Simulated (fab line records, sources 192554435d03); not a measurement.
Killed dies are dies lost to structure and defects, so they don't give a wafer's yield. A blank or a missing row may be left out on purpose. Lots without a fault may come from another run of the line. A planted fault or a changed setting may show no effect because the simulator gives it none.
A struck lot beside a sound one | flow n5_finfet | 20 steps out of a route of 1938
Sound: wafers L411.3, L411.4, L411.5. Struck: wafers L422.1, L422.5, L422.6. The cause comes at the end.
At each step with rows: each side's tool, then ch and its chambers, then its first start. Under that, the readings that differ: sound wafers | struck wafers | difference of the means | sigmas: that difference in standard deviations of wafers without a fault.
alike: readings whose means differ by less than 2 such deviations, and words and numbers that are the same on both sides. not compared: withheld readings, readings that some wafer has no value for, bounds like >300 that may hide the same value, and numbers for which the record gives no deviation and whose values overlap.
The two part at a step that has a row with sigmas, a row that says differs or no value, or rows on one side only. Numbers that don't overlap but have no deviation are shown without sigmas and don't part them. A reading that every wafer of one side lacks parts them only if that side has two wafers or more.

first, 2 steps without rows for these wafers: N5_FIN_SAQP_ETCH_67 (etches SiNx in CH3F/O2, target depth 30 nm); N5_FIN_SAQP_STRIP_70 (strips in N2/H2).
N5_FIN_SAQP_RECESS_71: chemistry HF/NH3, target SiO2, target depth 3 nm, afs cycles 1, sublimation time 60 s.
  sound on vapor_etch-01 ch 0,1, day 2 20:44; struck on vapor_etch-02 ch 0,1, day 5 15:49
  alike: drypump_motor_current_A
N5_FIN_SAQP_SPACER2_ALD_28: deposits SiO2, target thk 8.1 nm, pulse time 1 s, purge time 2 s.
  sound on ald_sin-01 ch 2,3, day 2 21:09; struck on ald_sin-03 ch 0,3, day 5 17:52
  alike: chamber_pressure_Torr, heater_power_w, precursor_pulse_height_rel
  not compared: since_wet_clean_h
N5_FIN_SAQP_SPACER2_ETCHBACK_29: etches SiO2 in CHF3/O2, target depth 12.2 nm, time 6.1 s.
  sound on rie_diel-03 ch 1,2, day 2 21:31; struck on rie_diel-03 ch 1,2,3, day 5 18:12
  alike: drypump_motor_current_A, oes_product_au, rf_fwd_power_W, rf_vpp_V, showerhead_plenum_p_Torr, throttle_valve_pct
  not compared: rf_hours_counter_h
then, 1 step without rows for these wafers: N5_FIN_SAQP_MANDREL2_REMOVE_60 (chemistry HBr/Cl2/O2, target a-Si, stops on SiNx, bt time 10 s).
N5_FIN_SAQP_CD_MEAS_31: target cd 8 nm.
  sound on cd_sem-03 ch 0, day 2 21:43; struck on cd_sem-01 ch 0, day 5 18:23
  alike: cd_nm
N5_FIN_SAQP_HM_OPEN_33: chemistry CH3F/O2, target SiNx, target depth 49.4 nm, time 70.6 s.
  sound on rie_diel-03 ch 0,1, day 2 21:46; struck on rie_diel-03 ch 2,3, day 5 18:26
  alike: drypump_motor_current_A, etch_rf_on_time_s, oes_product_au, rf_fwd_power_W, rf_vpp_V, showerhead_plenum_p_Torr, throttle_valve_pct
  not compared: rf_hours_counter_h
then, 1 step without rows for these wafers: N5_FIN_SAQP_ETCH_34 (etches SiO2 in C4F6/O2, target depth 45 nm, time 15 s).
N5_FIN_SAQP_STRIP_77: strips in N2/H2, time 90 s.
  sound on rie_diel-03 ch 0,1, day 2 21:51; struck on rie_diel-03 ch 2,3, day 5 18:32
  alike: drypump_motor_current_A, oes_product_au, rf_vpp_V, showerhead_plenum_p_Torr, throttle_valve_pct
  not compared: rf_hours_counter_h
N5_FIN_SAQP_HM_CD_35: target cd 8 nm.
  sound on cd_sem-02, day 2 21:59; struck on cd_sem-01, day 5 18:40
  alike: cd_nm
then, 1 step without rows for these wafers: N5_FIN_SAQP_ETCH_64 (etches SiO2 in CF4, target depth 1.5 nm).
N5_FIN_SAQP_FIN_ETCH_36: etches the open film in HBr/Cl2/O2, target depth 120 nm, time 50.4 s.
  sound on rie_si-05 ch 0,2, day 2 22:02; struck on rie_si-06 ch 0,2,3, day 5 18:43
  reading                              | sound             | struck            | difference | sigmas
  oes_o_777_au (a.u.)                  | 0.97 0.96 0.98    | 1.48 1.41 1.41    | +0.46      | +12
  oes_product_au (a.u.)                | 1.009 0.992 0.998 | 1.084 1.049 1.069 | +0.068     | +5
  rf_fwd_power_W (W)                   | 793.3 795.3 791.9 | 942.1 939.7 940.7 | +147.3     | +55
  model.etch.depth_nm (nm)             | 117 118.7 116.3   | 134.2 128.9 131.9 | +14.3      |
  model.FIN_SAQP.feature_depth_nm (nm) | 117 118.8 116.2   | 134.2 128.8 132   | +14.3      |
  alike: drypump_motor_current_A, throttle_valve_pct
  not compared: rf_hours_counter_h
N5_FIN_SAQP_CD_MEAS_37: target cd 8 nm.
  sound on cd_sem-02, day 2 22:10; struck on cd_sem-01, day 5 18:50
  alike: cd_nm
then, 3 steps without rows for these wafers: N5_FIN_SAQP_PRECLEAN_38 (cleans in O3/DIW, time 45 s); N5_FIN_SAQP_PRECLEAN_45 (cleans in dHF, time 10 s); N5_FIN_SAQP_SRD_39 (time 30 s).
N5_FIN_SAQP_OCD_MEAS_76:
  sound on ocd-02, day 2 22:16; struck on ocd-01, day 5 18:59
  reading              | sound             | struck            | difference | sigmas
  trench_depth_nm (nm) | 117.0 118.7 116.4 | 134.2 128.5 132.1 | +14.2      | +8
N5_FIN_SAQP_INSPECT_40: inspects for defects (brightfield).
  sound on defect_inspect-02, day 2 22:17; struck on defect_inspect-02, day 5 19:01
  alike: raw_defect_count
-- the record jumps here: 6 days lie between the struck wafers' starts before and after (it left off in module FIN_SAQP and takes up again in module BEOL_M4, whose first step shown is number 1111 of the route) --
N5_BEOL_M4_RC_MEAS_101:
  sound on prober-02 ch 0, day 8 19:37; struck on prober-02 ch 0, day 11 07:30
  alike: DIBL_N, DIBL_P, IOFF_N, IOFF_P, ION_N, ION_P, SS_N, SS_P, VT_N, VT_P

WHERE THEY PART
First at N5_FIN_SAQP_FIN_ETCH_36; last, within this record, at N5_FIN_SAQP_OCD_MEAS_76. Later steps at which nothing parts them and some readings are alike: N5_FIN_SAQP_INSPECT_40, N5_BEOL_M4_RC_MEAS_101.

WHY: what the simulator had put in
Process parameter drift: rie_si-06, from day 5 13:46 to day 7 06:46, at N5_FIN_SAQP_FIN_ETCH_36. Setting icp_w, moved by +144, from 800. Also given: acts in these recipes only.
